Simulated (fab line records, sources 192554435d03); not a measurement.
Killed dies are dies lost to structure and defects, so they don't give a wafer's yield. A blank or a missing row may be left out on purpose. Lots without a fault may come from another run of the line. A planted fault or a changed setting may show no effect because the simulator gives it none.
fab line records | flow n5_finfet
record lots=5 wafers=14 last_day=17
route steps=1938 shown BEOL_M15@1775 PASSIVATION@1936
lots that met no fault: from a run of the same line without faults
start_h: hours from the record's first day to the start of the lot's first wafer shown | wait_h: hours since the lot's step before | " the same as in the row above | L1.1+2: a row that stands for several wafers | - no value, or no start given | * or withheld: withheld | < > ~ a bound
route shown NAME@n: a module of which the file shows steps, and the number in the route of the first | usual: mean/standard deviation of fault-free wafers | same: alike in all rows | chamber/n: place in a boat | sites: the reading at each site | _std_site: their standard deviation | _edge_site: outer sites' mean less inner sites' | radius_mm: how far each site lies from the wafer's centre | mask NAME#n: copy n | behind: the tool/chamber that last shaped the wafer | hold: why the lot was held/for how many hours/how that ended | device: the transistor (n, p or np) that didn't switch | end of line: the same wafers' tests at the end of the route | a step without rows: its recipe alone | killed: dies lost to structure and defects at the first sort, not the wafer's yield | map: a wafer's dies, x killed, . not, _ none there
set.NAME: the setting as run; set.NAME@STEP: as run at that earlier step | model.NAME: the simulator's own value behind a step, which no gauge read
lots at some steps of the route; a table a step, a row a wafer
services: from which hour (start_h, from the record's first day; less than 0 if before it) a tool's chamber was out of use, for how many hours, and why
## steps
# step N5_BEOL_M15_COAT_58
# recipe resist=BARC temp_c=205 time_s=60 spin_rpm=1500 resist_thk_nm=89
# step N5_BEOL_M15_COAT_04
# recipe spin_rpm=1704 resist_thk_nm=800
# step N5_BEOL_M15_EBR_06
# recipe solvent=PGMEA ebr_width_mm=1.5
# step N5_BEOL_M15_SOFTBAKE_05
# recipe temp_c=130 time_s=60
# step N5_BEOL_M15_EXPOSE_07
# recipe mask_id=V14 na=0.8 source_shape=annular sigma_inner=0.5 sigma_outer=0.8 polarization=unpolarized attpsm_phase_deg=180 dose_mj=41.25
# step N5_BEOL_M15_PEB_08
# recipe peb_temp_c=130 peb_time_s=90
# step N5_BEOL_M15_DEVELOP_09
# recipe develop_time_s=45 rinse_liquid=diw dry=air_spin dev_temp_c=21
# step N5_BEOL_M15_HARDBAKE_14
# recipe temp_c=130 time_s=120
# step N5_BEOL_M15_CD_MEAS_10
# recipe target_cd_nm=360 landing_energy_ev=500 detector=se_inlens polarity=opening
# usual cd_nm=361.0/1.7
# columns lot.wafer tool chamber start_h wait_h cd_nm
L622.2 cd_sem-03 0 270.77 - 360.2
L622.3 " 0 " " 362.2
L622.5 " 0 " " 359.3
L628.2 cd_sem-02 0 321.69 - 361.2
L628.5 " 0 " " 361.3
L628.6 " 0 " " 360.8
L637.2 cd_sem-02 0 357.87 - 358.4
L637.3 " 0 " " 360.6
L640.1 cd_sem-03 0 380.30 - 362.9
L640.3 " 0 " " 361.2
L640.6 " 0 " " 360.7
L641.1 cd_sem-02 0 380.65 - 362.7
L641.3 " 0 " " 363.4
L641.4 " 0 " " 365.1
# step N5_BEOL_M15_OVL_MEAS_11
# recipe points_per_wafer=44
# usual V14_OVL=3/5.2
# columns lot.wafer tool chamber start_h wait_h V14_OVL[nm]
L622.2 overlay-02 0 270.80 0.0 3
L622.3 " 0 " " -3
L622.5 " 0 " " 10
L628.2 overlay-01 0 321.72 0.0 -1
L628.5 " 0 " " 6
L628.6 " 0 " " -5
L637.2 overlay-02 0 357.90 0.0 4
L637.3 " 0 " " 4
L640.1 overlay-01 0 380.33 0.0 9
L640.3 " 0 " " 9
L640.6 " 0 " " 6
L641.1 overlay-01 0 380.68 0.0 -2
L641.3 " 0 " " 4
L641.4 " 0 " " 5
# step N5_BEOL_M15_INSPECT_12
# recipe mode=adi inspect_instrument=macro
# usual raw_defect_count=1.9/1.4
# columns lot.wafer tool chamber start_h wait_h raw_defect_count
L622.2 defect_inspect-01 - 270.83 0.0 1
L622.3 " - " " 3
L622.5 " - " " 2
L628.2 defect_inspect-01 - 321.74 0.0 6
L628.5 " - " " 3
L628.6 " - " " 2
L637.2 defect_inspect-01 - 357.93 0.0 1
L637.3 " - " " 0
L640.1 defect_inspect-02 - 380.35 0.0 0
L640.3 " - " " 3
L640.6 " - " " 2
L641.1 defect_inspect-02 - 380.70 0.0 2
L641.3 " - " " 0
L641.4 " - " " 2
# step N5_BEOL_M15_DESCUM_15
# recipe chemistry=O2 time_s=7.9 source_power_w=50 bias_power_w=20 pressure_mtorr=20 rf_frequency_hz=2.712e+07 temp_c=40 o2_flow_sccm=225
# usual drypump_motor_current_A=5.9/0.31 oes_product_au=0.78/0.08 rf_vpp_V=243.2/1.4 showerhead_plenum_p_Torr=2.09/0.067 throttle_valve_pct=20.42/0.19
# same time_s=7.9
# columns lot.wafer tool chamber start_h wait_h drypump_motor_current_A oes_product_au rf_hours_counter_h rf_vpp_V showerhead_plenum_p_Torr throttle_valve_pct
L622.2 rie_diel-05 1 270.86 0.0 5.5 0.77 169 241.1 2.01 20.75
L622.3 " 0 " " 5.5 0.74 224 243.4 2.05 20.52
L622.5 " 0 " " 5.5 0.74 - 243.4 2.05 20.50
L628.2 rie_diel-01 1 321.77 0.0 6.2 0.74 169 242.9 2.06 20.09
L628.5 " 0 " " 6.1 0.87 - 243.0 2.11 20.04
L628.6 " 1 " " 6.2 0.75 - 243.3 2.06 20.10
L637.2 rie_diel-01 1 358.76 0.8 6.2 0.74 183 242.5 2.05 20.14
L637.3 " 0 " " 6.1 0.85 62 245.2 2.11 20.06
L640.1 rie_diel-02 3 380.64 0.3 6.1 0.87 63 244.7 2.11 20.55
L640.3 " 2 " " 6.1 0.87 54 245.3 2.23 20.47
L640.6 " 2 " " 6.1 0.87 - 245.6 2.23 20.44
L641.1 rie_diel-05 3 381.44 0.7 6.1 0.70 239 242.3 2.12 20.49
L641.3 " 1 " " 5.5 0.74 201 241.3 2.00 20.79
L641.4 " 1 " " 5.5 0.74 - 239.9 2.00 20.80
# step N5_BEOL_M15_ETCH_59
# recipe chemistry=N2/H2 target=BARC target_depth_a=890 overetch_a=267 time_s=67.9 ion_energy_ev=200 pressure_mtorr=30 source_w=840 bias_w=150 n2_flow_sccm=200 h2_flow_sccm=200
# usual drypump_motor_current_A=6.0/0.31 h2_flow_sccm=200.0/0.59 n2_flow_sccm=200.1/0.55 oes_product_au=0.66/0.06 rf_vpp_V=524.2/2.4 run_length_s=91.1/0.4 showerhead_plenum_p_Torr=2.56/0.088 throttle_valve_pct=17.97/0.19
# columns lot.wafer tool chamber start_h wait_h drypump_motor_current_A h2_flow_sccm n2_flow_sccm oes_product_au rf_hours_counter_h rf_vpp_V run_length_s showerhead_plenum_p_Torr throttle_valve_pct model.coat_of_BEOL_M15_COAT_04.thk_nm
L622.2 rie_diel-05 1 270.90 0.0 5.5 200.2 199.2 0.65 169 522.5 91.1 2.47 18.41 721.6
L622.3 " 0 " " 5.6 200.0 200.6 0.62 224 524.2 90.7 2.52 18.16 728
L622.5 " 0 " " 5.6 199.6 200.6 0.62 - 521.5 90.8 2.52 18.18 726.4
L628.2 rie_diel-01 1 321.81 0.0 6.2 200.3 200.2 0.64 169 523.7 90.8 2.53 17.77 717.6
L628.5 " 0 " " 6.1 200.4 201.1 0.73 - 524.1 91.0 2.60 17.66 716.4
L628.6 " 1 " " 6.2 200.4 200.0 0.63 - 524.5 90.9 2.53 17.77 718.2
L637.2 rie_diel-01 1 358.80 0.0 6.2 200.5 199.7 0.62 183 523.4 91.0 2.52 17.80 715.8
L637.3 " 0 " " 6.1 200.6 200.6 0.66 62 524.4 99.3 2.59 17.67 708.2
L640.1 rie_diel-02 3 380.67 0.0 6.1 198.9 199.9 0.74 63 524.8 90.9 2.56 17.91 717.2
L640.3 " 2 " " 6.1 201.2 200.3 0.72 54 527.7 90.5 2.73 18.07 716.8
L640.6 " 2 " " 6.1 200.7 200.7 0.73 - 527.8 91.1 2.73 18.08 713.4
L641.1 rie_diel-05 3 381.47 0.0 6.1 200.7 199.8 0.59 239 525.5 91.9 2.60 18.01 724.4
L641.3 " 1 " " 5.5 199.0 200.4 0.63 201 521.4 91.1 2.45 18.44 714.2
L641.4 " 1 " " 5.5 199.6 199.7 0.62 - 519.0 91.3 2.45 18.44 719
# step N5_BEOL_M15_VIA_ETCH_16
# recipe chemistry=C4F8/O2/Ar target=SiO2 he_inner_torr=15 he_outer_torr=30 target_depth_a=17922 time_s=withheld ion_energy_ev=800 pressure_mtorr=20 source_w=1905 bias_w=2040 Ar_flow_sccm=400 C4F8_flow_sccm=16 O2_flow_sccm=12 ends=cleared
# usual drypump_motor_current_A=6.0/0.31 oes_ar_750_au=0.78/0.078 oes_o_777_au=0.77/0.088 oes_product_au=0.70/0.071 rf_vpp_V=2202/57 showerhead_plenum_p_Torr=3.44/0.097 throttle_valve_pct=30.82/0.16
# columns lot.wafer tool chamber start_h wait_h drypump_motor_current_A oes_ar_750_au oes_o_777_au oes_product_au rf_vpp_V showerhead_plenum_p_Torr throttle_valve_pct
L622.2 rie_diel-05 1 270.95 0.0 5.5 0.77 0.79 0.68 2196 3.26 30.81
L622.3 " 0 " " 5.5 0.71 0.68 0.65 2337 3.38 30.90
L622.5 " 0 " " 5.5 0.71 0.67 0.65 2339 3.38 30.88
L628.2 rie_diel-01 1 321.86 0.0 6.2 0.75 0.73 0.68 2219 3.42 30.61
L628.5 " 0 " " 6.1 0.86 0.85 0.78 2239 3.49 30.63
L628.6 " 1 " " 6.2 0.75 0.74 0.68 2221 3.42 30.61
L637.2 rie_diel-01 1 358.85 0.0 6.2 0.74 0.72 0.66 2219 3.41 30.61
L637.3 " 0 " " 6.1 0.84 0.82 0.76 2239 3.48 30.65
L640.1 rie_diel-02 3 380.72 0.0 6.1 0.87 0.86 0.77 2147 3.50 31.16
L640.3 " 2 " " 6.2 0.85 0.87 0.78 2207 3.59 30.68
L640.6 " 2 " " 6.1 0.85 0.88 0.78 2208 3.59 30.68
L641.1 rie_diel-05 3 381.52 0.0 6.1 0.69 0.67 0.62 2256 3.47 30.72
L641.3 " 1 " " 5.5 0.74 0.76 0.67 2196 3.25 30.85
L641.4 " 1 " " 5.5 0.74 0.77 0.68 2195 3.25 30.85
# step N5_PASSIVATION_PROBE_49
# usual defect_limited_yield=91.2/1.5 killed_at_M0_to_M3=31/10 killed_at_M4_up=15/5.9 killed_at_contacts=13/6 killed_at_front_end=41/11 killed_at_other=4/3.1 killed_dies=104/18 killed_on_rim=14/4.1 killed_open=68/13 killed_short=33/8.1 sort_bin_5_function=5.1/1.1 sort_bin_6_memory=3.2/0.69 sort_n_pass=1076/18 sort_yield_pct=91.2/1.5
# same gross_dies=1180 killed_at_back_side=0 sort_bin_4_leakage[%]=0 sort_bin_8_speed[%]=0
# columns lot.wafer tool chamber start_h wait_h defect_limited_yield[%] killed_at_M0_to_M3 killed_at_M4_up killed_at_contacts killed_at_front_end killed_at_other killed_dies killed_on_rim killed_open killed_short sort_bin_5_function[%] sort_bin_6_memory[%] sort_n_pass sort_yield_pct[%]
L628.2 prober-01 - 342.71 0.9 93.5 30 8 9 30 0 77 9 49 26 3.2 2.7 1103 93.5
L628.5 prober-01 - 342.86 1.1 90.6 39 15 7 45 5 111 11 70 40 5.2 4.1 1069 90.6
L628.6 prober-01 - 342.91 1.1 91.5 33 14 10 40 3 100 10 67 32 5.3 2.8 1080 91.5
# killed by level:class
L628.2 BEOL_M2:geometric_particle:open=15 FIN_SAQP:geometric_particle:open=9 MOL_CONTACT_COAG:geometric_particle:open=8 BEOL_M0_SAQP:geometric_particle:short=5 BEOL_M2:geometric_particle:short=5 FIN_SAQP:geometric_particle:short=4 STARTING-WAFER:geometric_particle:short=4 SPACER0:geometric_particle:open=3
L628.5 BEOL_M2:geometric_particle:open=13 STI_FIN_REVEAL:geometric_particle:open=9 FIN_SAQP:geometric_particle:short=7 FIN_SAQP:geometric_particle:open=7 SPACER0:geometric_particle:short=6 MOL_CONTACT_COAG:geometric_particle:open=6 BEOL_M4:geometric_particle:open=6 BEOL_M0_SAQP:geometric_particle:open=5
L628.6 FIN_SAQP:geometric_particle:open=10 STI_FIN_REVEAL:geometric_particle:open=8 BEOL_M0_SAQP:geometric_particle:short=8 MOL_CONTACT_COAG:geometric_particle:open=7 BEOL_M2:geometric_particle:open=7 FIN_SAQP:geometric_particle:short=6 BEOL_M3:geometric_particle:open=6 BEOL_M0_SAQP:geometric_particle:open=6
## services
# columns tool chamber start_h hours kind
rie_diel-01 - 271.14 0.8 repair
rie_diel-05 2 301.90 1.7 repair
rie_diel-05 3 343.35 14.3 repair
rie_diel-01 3 345.53 1.9 repair
rie_diel-02 - 350.58 7.0 repair
rie_diel-01 - 364.43 4.3 pm
rie_diel-05 1 368.75 8.7 repair
## key
first_sign step=N5_BEOL_M15_ETCH_59 reading=run_length_s direction=up sigmas=21 usual=* struck=*
effect none on later readings
model_effect step=N5_BEOL_M15_ETCH_59 value=coat_of_BEOL_M15_COAT_04.thk_nm without=716.2 struck=708.2
met_at N5_BEOL_M15_ETCH_59
struck_wafers L637.3
onset_between 321.81 358.80
fault kind=process_parameter_drift tool=rie_diel-01 chamber=- onset_h=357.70 steps=N5_BEOL_M15_ETCH_59 channel=time_s offset=* shape=step end_h=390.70 scope=struck_wafers_only acts_in=* stated=*
